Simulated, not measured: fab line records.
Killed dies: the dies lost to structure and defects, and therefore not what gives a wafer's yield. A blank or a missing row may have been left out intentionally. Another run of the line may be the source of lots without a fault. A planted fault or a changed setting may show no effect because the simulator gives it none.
Chamber matching ; flow nand_harc ; NHARC_P_CONTACT_STRIP_28 on rie_diel-06 has 4 sister chambers
The step strips in O2. 22 wafers are shown with their chamber, then 11 later ones without.

## WAFERS WITH THEIR CHAMBER
wafer;chamber;rf_vpp_V (V);throttle_valve_pct (%);oes_product_au (a.u.)
L074.3;3;55.5;17.033;1.009
L074.5;3;57.5;17.036;1.001
L074.6;1;56.5;17.032;0.999
L077.1;1;57.9;17.040;1.010
L077.3;3;58.1;17.041;1.001
L077.6;0;57.1;17.040;1.012
L079.3;2;59.3;17.046;1.004
L079.4;0;58.2;17.039;0.998
L079.6;1;57.6;17.043;0.990
L080.1;0;58.6;17.033;0.998
L080.2;2;58.9;17.026;1.005
L080.3;1;57.6;17.054;1.005
L085.1;2;58.6;17.040;1.005
L085.3;0;56.9;17.028;0.999
L085.4;3;56.8;17.041;1.006
L086.2;3;56.8;17.057;0.987
L086.3;2;58.2;17.042;1.005
L086.5;0;57.9;17.041;1.001
L087.2;3;56.4;17.043;1.003
L087.4;2;57.8;17.026;1.007
L087.5;1;59.0;17.038;1.010
L089.2;0;56.6;17.037;0.997

SIGNATURES (averages over the wafers above)
reading;chamber 0;chamber 1;chamber 2;chamber 3;scatter within a chamber
rf_vpp_V;57.550;57.720;58.560;56.850;0.808
throttle_valve_pct;17.03633;17.04140;17.03600;17.04183;0.00776
oes_product_au;1.00083;1.00280;1.00520;1.00117;0.00641
Rule: a wafer's distance from a chamber is the root of the sum, over the readings, of the square of ((its reading less the chamber's mean) divided by the reading's scatter). The wafer belongs to the nearest chamber; if the next one is less than 2 further off, it can't be placed. How the scatter is found: for the shown wafers, subtract from each reading the mean of its chamber, square and add these, divide the total by (wafers less chambers), then take the root.

## WAFERS WHOSE CHAMBER IS MISSING
wafer;rf_vpp_V (V);throttle_valve_pct (%);oes_product_au (a.u.)
L089.5;57.8;17.026;0.994
L089.6;59.3;17.035;0.996
L090.2;58.4;17.029;0.990
L090.5;57.7;17.039;1.000
L090.6;60.0;17.033;0.994
L091.1;56.8;17.040;1.014
L091.5;59.6;17.032;1.013
L091.6;58.1;17.032;1.004
L094.2;58.5;17.038;0.994
L094.3;57.6;17.018;1.000
L094.6;58.5;17.033;0.999

## THE CHAMBER EACH PASSED THROUGH
wafer;from the rows above;in truth
L089.5;can't be placed: 0 or 2 or 1 or 3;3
L089.6;can't be placed: 2 or 0 or 1 or 3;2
L090.2;can't be placed: 0 or 2 or 1 or 3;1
L090.5;can't be placed: 0 or 1 or 3 or 2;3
L090.6;can't be placed: 2 or 0 or 1 or 3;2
L091.1;can't be placed: 3 or 1 or 0 or 2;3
L091.5;can't be placed: 2 or 1 or 0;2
L091.6;can't be placed: 2 or 0 or 1 or 3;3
L094.2;can't be placed: 0 or 1 or 2 or 3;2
L094.3;can't be placed: 0 or 2 or 1 or 3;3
L094.6;can't be placed: 2 or 0 or 1 or 3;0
0 of 11 placed correctly. From these rows, 11 cannot be placed; in 11 the true chamber is one of the candidates. Number placed wrongly: 0.
